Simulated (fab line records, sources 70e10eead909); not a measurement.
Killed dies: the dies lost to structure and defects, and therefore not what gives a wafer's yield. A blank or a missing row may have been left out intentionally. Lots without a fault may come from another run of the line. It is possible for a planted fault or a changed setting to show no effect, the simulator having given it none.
Chamber matching ; flow nand harc ; NHARC_P_M1_DESCUM_14 on rie diel-08 has 4 sister chambers
The step chemistry O2, time 3 s. 18 wafers are shown with their chamber, then 9 later ones without.

WAFERS WITH THEIR CHAMBER
wafer;chamber;showerhead plenum p Torr (Torr);oes product au (a.u.);rf vpp V (V)
L239.1;2;1.92;0.993;59.5
L239.2;3;1.88;0.988;58.6
L239.3;0;1.95;0.990;58.3
L240.1;2;1.92;0.989;57.3
L240.4;1;1.79;1.001;56.0
L240.5;1;1.79;0.997;57.6
L241.2;2;1.92;0.995;58.5
L241.5;2;1.92;1.002;58.4
L241.6;1;1.79;1.008;58.7
L242.1;0;1.95;0.991;56.6
L242.3;2;1.92;0.994;60.4
L242.5;0;1.95;0.994;57.3
L247.2;1;1.78;1.009;58.8
L247.4;3;1.88;1.021;57.0
L247.6;1;1.78;1.002;56.9
L248.3;3;1.88;1.002;56.4
L248.4;0;1.95;1.002;57.9
L248.5;1;1.78;1.003;57.9

SIGNATURES, as means of the wafers listed above
reading;chamber 0;chamber 1;chamber 2;chamber 3;scatter within a chamber
showerhead plenum p Torr;1.9500;1.7850;1.9200;1.8800;0.00327
oes product au;0.99425;1.00333;0.99460;1.00367;0.00769
rf vpp V;57.525;57.650;58.820;57.333;1.05
Rule: distance of a wafer from a chamber = root of the sum over the readings of ((wafer's reading minus chamber's mean) / reading's scatter) squared. The wafer belongs to the nearest chamber; if the next one is less than 2 further off, it can't be placed. The scatter is the square root of a quotient: the sum, over the shown wafers, of each reading's squared deviation from its chamber's mean, divided by wafers minus chambers.

WAFERS WITH NO CHAMBER GIVEN
wafer;showerhead plenum p Torr (Torr);oes product au (a.u.);rf vpp V (V)
L258.1;1.92;1.006;57.5
L258.4;1.94;1.004;57.9
L258.5;1.78;0.998;56.8
L261.2;1.78;1.008;58.4
L261.5;1.91;0.999;59.5
L261.6;1.87;1.011;58.0
L260.2;1.87;1.004;56.9
L260.4;1.91;0.997;56.6
L260.6;1.94;0.990;57.1

CHAMBER TAKEN BY EACH
wafer;from the rows above;in truth
L258.1;2;2
L258.4;0;0
L258.5;1;1
L261.2;1;1
L261.5;2;2
L261.6;3;3
L260.2;3;3
L260.4;2;2
L260.6;0;0
Correctly placed: 9 of 9. Not placeable from these rows: 0. Wrongly placed: 0.
